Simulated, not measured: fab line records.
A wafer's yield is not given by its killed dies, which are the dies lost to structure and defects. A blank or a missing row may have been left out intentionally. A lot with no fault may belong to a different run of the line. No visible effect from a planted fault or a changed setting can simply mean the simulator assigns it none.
Matching of chambers + flow n5-finfet + N5_PMOS_HMC_CHANNEL_EPI_STRIP_33 on rie-diel-06: 4 sister chambers
The step strips in N2/H2. 8 wafers are shown with their chamber, then 7 later ones without.

## WAFERS, EACH WITH ITS CHAMBER
| wafer  | chamber | showerhead-plenum-p-Torr (Torr) | drypump-motor-current-A (A) |
|--------|---------|---------------------------------|-----------------------------|
| L077.5 | 3       | 3.32                            | 5.8                         |
| L088.5 | 0       | 3.36                            | 5.3                         |
| L088.6 | 2       | 3.19                            | 5.4                         |
| L090.1 | 1       | 3.51                            | 4.9                         |
| L090.4 | 1       | 3.51                            | 4.9                         |
| L090.6 | 2       | 3.19                            | 5.4                         |
| L091.2 | 0       | 3.36                            | 5.3                         |
| L091.3 | 3       | 3.31                            | 5.9                         |

## WAFERS MISSING THEIR CHAMBER
| wafer  | showerhead-plenum-p-Torr (Torr) | drypump-motor-current-A (A) |
|--------|---------------------------------|-----------------------------|
| L091.6 | 3.36                            | 5.3                         |
| L093.1 | 3.19                            | 5.4                         |
| L093.3 | 3.36                            | 5.3                         |
| L093.6 | 3.50                            | 4.9                         |
| L096.4 | 3.18                            | 5.4                         |
| L096.5 | 3.50                            | 4.9                         |
| L096.6 | 3.18                            | 5.4                         |

## THE CHAMBER EACH PASSED THROUGH
| wafer  | from the rows above | in truth |
|--------|---------------------|----------|
| L091.6 | 0                   | 0        |
| L093.1 | 2                   | 2        |
| L093.3 | 0                   | 0        |
| L093.6 | 1                   | 1        |
| L096.4 | 2                   | 2        |
| L096.5 | 1                   | 1        |
| L096.6 | 2                   | 2        |
7 of 7 placed correctly. From these rows, 0 cannot be placed. Wrongly placed: 0.
How it was worked out, from the rows above alone: a wafer's distance from a chamber is the root of the sum, over the readings, of the square of ((its reading less the chamber's mean) divided by the reading's scatter). The wafer belongs to the nearest chamber; if the next one is less than 2 further off, it can't be placed. For every chamber, the mean is computed from those of its wafers that are shown. The scatter: take each reading less its chamber's mean, square it, sum over the shown wafers, divide by the number of wafers less the number of chambers, and take the root.
